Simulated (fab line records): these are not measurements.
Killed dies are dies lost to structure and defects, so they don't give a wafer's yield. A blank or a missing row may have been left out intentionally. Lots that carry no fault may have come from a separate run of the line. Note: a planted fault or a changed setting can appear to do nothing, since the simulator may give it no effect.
Which of the tools did it? | flow nand harc | 30 wafers from 10 lots sampled at 6 of the route's 1302 steps

WHAT THE GAUGES SHOWED, per wafer
NHARC_A_CONTACT_INSPECT_71.
lot  | measured     | on                | raw defect count
L114 | day 22 05:55 | defect inspect-02 | 67 63 67
L113 | day 22 09:02 | defect inspect-01 | 15 23 23
L117 | day 24 12:43 | defect inspect-01 | 144 127 135
L119 | day 24 22:55 | defect inspect-02 | 779 799 817 782 804 804
L122 | day 26 00:16 | defect inspect-02 | 799 729 717 794 720 703
L133 | day 29 18:35 | defect inspect-02 | 145 121 130
L132 | day 29 21:45 | defect inspect-02 | 34 30 36
L134 | day 31 05:05 | defect inspect-01 | 108 112 101
L135 | day 31 06:22 | defect inspect-01 | 18 16 14
L136 | day 31 14:47 | defect inspect-02 | 54 55 56

NHARC_END_SORT_01.
lot  | measured     | on        | killed at array | killed at other | killed at periphery | killed dies | killed open | killed short
L119 | day 29 02:08 | prober-02 | 148 157 152     | 1 0 1           | 1 3 7               | 150 160 160 | 1 2 6       | 3 5 1
L122 | day 29 16:52 | prober-02 | 141 140 121     | 0 0 0           | 1 0 2               | 142 140 123 | 5 3 6       | 2 2 3

WHICH TOOL RAN EACH LOT (tool, then ch and the chambers of the sampled wafers, then the start)
lot  | NHARC_A_CONTACT_ETCH_96                       | NHARC_A_CONTACT_ETCH_102           | NHARC_A_CONTACT_DEP_58          | NHARC_A_CONTACT_ETCH_75
L114 | rie diel-06 ch 0,1,2, day 22 00:34 or earlier | rie diel-06 ch 0,1, day 22 00:34   | pecvd-04 ch 0,2, day 22 05:05   | rie diel-06 ch 0,1,2, day 22 06:04
L113 | rie diel-06 ch 0,1,2, day 22 02:39 or earlier | rie diel-06 ch 1,2,3, day 22 02:39 | pecvd-04 ch 0,1,2, day 22 08:22 | rie diel-06 ch 0,1,3, day 22 09:12
L117 | rie diel-01 ch 1,3, day 24 01:25              | rie diel-06 ch 0,1,3, day 24 01:49 | pecvd-02 ch 1,2, day 24 11:53   | rie diel-06 ch 0,1,3, day 24 12:53
L119 | rie diel-01 ch 1,2, day 24 15:51 or earlier   | rie diel-06 ch 1,3, day 24 15:51   | pecvd-04 ch 1,2, day 24 22:04   | rie diel-13 ch 0,2, day 25 06:04
L122 | rie diel-06 ch 0,1, day 25 19:20 or earlier   | rie diel-06 ch 0,1, day 25 19:20   | pecvd-04 ch 1,2, day 25 23:32   | rie diel-06 ch 0,1,3, day 26 03:01
L133 | rie diel-01 ch 0,1,2, day 29 13:57 or earlier | rie diel-06 ch 0,2,3, day 29 13:57 | pecvd-04 ch 0,2, day 29 17:55   | rie diel-06 ch 0,1,3, day 29 18:43
L132 | rie diel-06 ch 0,2, day 29 16:59 or earlier   | rie diel-06 ch 0,3, day 29 16:59   | pecvd-04 ch 0,1, day 29 20:58   | rie diel-06 ch 0,1,3, day 29 21:56
L134 | rie diel-01 ch 0,1, day 30 23:31 or earlier   | rie diel-01 ch 0,1, day 30 23:31   | pecvd-04 ch 1,2, day 31 04:14   | rie diel-13 ch 0,1,3, day 31 05:14
L135 | rie diel-06 ch 1,3, day 31 00:22 or earlier   | rie diel-06 ch 0,2,3, day 31 00:22 | pecvd-04 ch 1,2, day 31 05:25   | rie diel-06 ch 0,2, day 31 06:30
L136 | rie diel-13 ch 0,1,3, day 31 10:10 or earlier | rie diel-06 ch 0,3, day 31 10:10   | pecvd-04 ch 0,2, day 31 14:04   | rie diel-13 ch 0,1, day 31 14:56
- NHARC_A_CONTACT_ETCH_96: etches the open film in C4F6/O2, target depth 20 nm, time 10 s.
- NHARC_A_CONTACT_ETCH_102: etches the open film in CF4/O2, target depth 100 nm, overetch 10 nm, time 55 s.
- NHARC_A_CONTACT_DEP_58: deposits SiON, target thk 90 nm.
- NHARC_A_CONTACT_ETCH_75: etches the open film in CF4, target depth 39 nm, time 65 s.

AS READ BY THE TOOLS THEMSELVES (means over the sampled wafers that have a number; for cases with no such wafer, the mark the record gives instead)
NHARC_A_CONTACT_ETCH_96.
lot  | tool        | drypump motor current A (A) | mfc ar sccm (sccm) | oes product au (a.u.) | rf vpp V (V) | showerhead plenum p Torr (Torr) | throttle valve pct (%)
L114 | rie diel-06 | 5.7                         | 499.3              | 0.955                 | 543.4        | 3.79                            | 26.906
L113 | rie diel-06 | 5.6                         | 500.2              | 0.978                 | 544.6        | 3.79                            | 26.907
L117 | rie diel-01 | 5.9                         | 499.8              | 0.954                 | 546.0        | 3.91                            | 26.900
L119 | rie diel-01 | 5.7                         | 500.7              | 1.024                 | 546.7        | 3.96                            | 26.914
L122 | rie diel-06 | 5.3                         | 500.9              | 0.957                 | 544.6        | 3.80                            | 26.914
L133 | rie diel-01 | 5.8                         | 499.0              | 0.942                 | 547.0        | 3.91                            | 26.899
L132 | rie diel-06 | 6.0                         | 499.5              | 0.933                 | 543.4        | 3.75                            | 26.903
L134 | rie diel-01 | 5.8                         | 500.1              | 0.946                 | 547.2        | 3.93                            | 26.903
L135 | rie diel-06 | 5.6                         | 501.2              | 0.960                 | 545.5        | 3.84                            | 26.899
L136 | rie diel-13 | 5.5                         | 501.6              | 0.995                 | 546.1        | 3.88                            | 26.908

NHARC_A_CONTACT_ETCH_102.
lot  | tool        | drypump motor current A (A) | mfc ar sccm (sccm) | oes_ar_750_au (a.u.) | oes_o_777_au (a.u.) | oes product au (a.u.) | rf vpp V (V) | showerhead plenum p Torr (Torr) | throttle valve pct (%)
L114 | rie diel-06 | 5.7                         | 0.010              | 0.999                | 0.998               | 0.997                 | 197.3        | 1.28                            | 13.403
L113 | rie diel-06 | 5.5                         | 0.010              | 1.004                | 0.998               | 0.987                 | 196.4        | 1.30                            | 13.391
L117 | rie diel-06 | 5.6                         | 0.010              | 1.005                | 1.003               | 0.981                 | 196.8        | 1.30                            | 13.408
L119 | rie diel-06 | 5.5                         | 0.010              | 0.997                | 0.999               | 0.975                 | 196.7        | 1.31                            | 13.387
L122 | rie diel-06 | 5.7                         | 0.010              | 1.002                | 0.998               | 0.980                 | 196.4        | 1.28                            | 13.396
L133 | rie diel-06 | 5.9                         | 0.000              | 1.005                | 0.998               | 0.992                 | 196.5        | 1.29                            | 13.394
L132 | rie diel-06 | 6.0                         | 0.000              | 0.996                | 1.003               | 0.996                 | 197.1        | 1.28                            | 13.402
L134 | rie diel-01 | 5.8                         | 0.021              | 0.999                | 0.998               | 0.989                 | 198.0        | 1.34                            | 13.403
L135 | rie diel-06 | 5.9                         | 0.000              | 0.998                | 1.006               | 0.996                 | 196.5        | 1.29                            | 13.399
L136 | rie diel-06 | 6.0                         | 0.000              | 1.006                | 0.999               | 0.997                 | 198.1        | 1.28                            | 13.396

NHARC_A_CONTACT_DEP_58.
lot  | tool     | heater power w (W)
L114 | pecvd-04 | 813
L113 | pecvd-04 | 862
L117 | pecvd-02 | 791
L119 | pecvd-04 | 886
L122 | pecvd-04 | 911
L133 | pecvd-04 | 815
L132 | pecvd-04 | 862
L134 | pecvd-04 | 805
L135 | pecvd-04 | 831
L136 | pecvd-04 | 814

NHARC_A_CONTACT_ETCH_75.
lot  | tool        | drypump motor current A (A) | mfc ar sccm (sccm) | oes product au (a.u.) | rf vpp V (V) | showerhead plenum p Torr (Torr) | throttle valve pct (%)
L114 | rie diel-06 | 5.6                         | 0.010              | 0.986                 | 150.8        | 1.71                            | 13.290
L113 | rie diel-06 | 5.6                         | 0.010              | 0.977                 | 150.3        | 1.72                            | 13.288
L117 | rie diel-06 | 5.6                         | 0.010              | 0.973                 | 150.9        | 1.72                            | 13.285
L119 | rie diel-13 | 5.9                         | 0.004              | 0.999                 | 151.8        | 1.82                            | 13.281
L122 | rie diel-06 | 5.6                         | 0.010              | 0.986                 | 150.8        | 1.72                            | 13.274
L133 | rie diel-06 | 5.6                         | 0.010              | 0.989                 | 151.0        | 1.71                            | 13.282
L132 | rie diel-06 | 5.6                         | 0.010              | 0.995                 | 150.0        | 1.71                            | 13.269
L134 | rie diel-13 | 5.5                         | 0.007              | 0.999                 | 150.9        | 1.75                            | 13.281
L135 | rie diel-06 | 5.9                         | 0.000              | 1.001                 | 150.7        | 1.69                            | 13.279
L136 | rie diel-13 | 5.7                         | 0.014              | 0.994                 | 152.4        | 1.80                            | 13.277

THE ANSWER, worked out from the rows above alone
Rule: what is usual is taken from the lots themselves. The widest of any qualifying gaps counts: lots, ordered by their means at a reading, are off when they make up no more than a third of the lots, leave a main group of 4 or more, and stand apart from it by 3 or more times the standard deviation of that group's means. A main group is skipped when, at the precision printed for the reading in the tables above, its means are all equal. A lot without any number at a reading at which 4 lots or more have one is off too. Any other lot the step has rows for is counted as sound. Order of review: gauges by route order, followed by the tools' own readings, for which a lot's mean as printed above is used. At the first step where some lot is off, the reading lying furthest off is the one used; lots without a number count as furthest.
Off at NHARC_A_CONTACT_INSPECT_71 (raw defect count): L119, L122. Mean 71 and standard deviation 45 in the main group.
If a tool, at a process step before that reading, ran all the lots that are off and no sound lot after the first of them, it fits. Those tools and the gauges at NHARC_A_CONTACT_INSPECT_71 are tried in the same way. NHARC_A_CONTACT_ETCH_96: start missing for some lots; hours and lot order therefore follow NHARC_A_CONTACT_ETCH_102. No candidate that was tried fits.

WHAT WAS PUT IN BY THE SIMULATOR
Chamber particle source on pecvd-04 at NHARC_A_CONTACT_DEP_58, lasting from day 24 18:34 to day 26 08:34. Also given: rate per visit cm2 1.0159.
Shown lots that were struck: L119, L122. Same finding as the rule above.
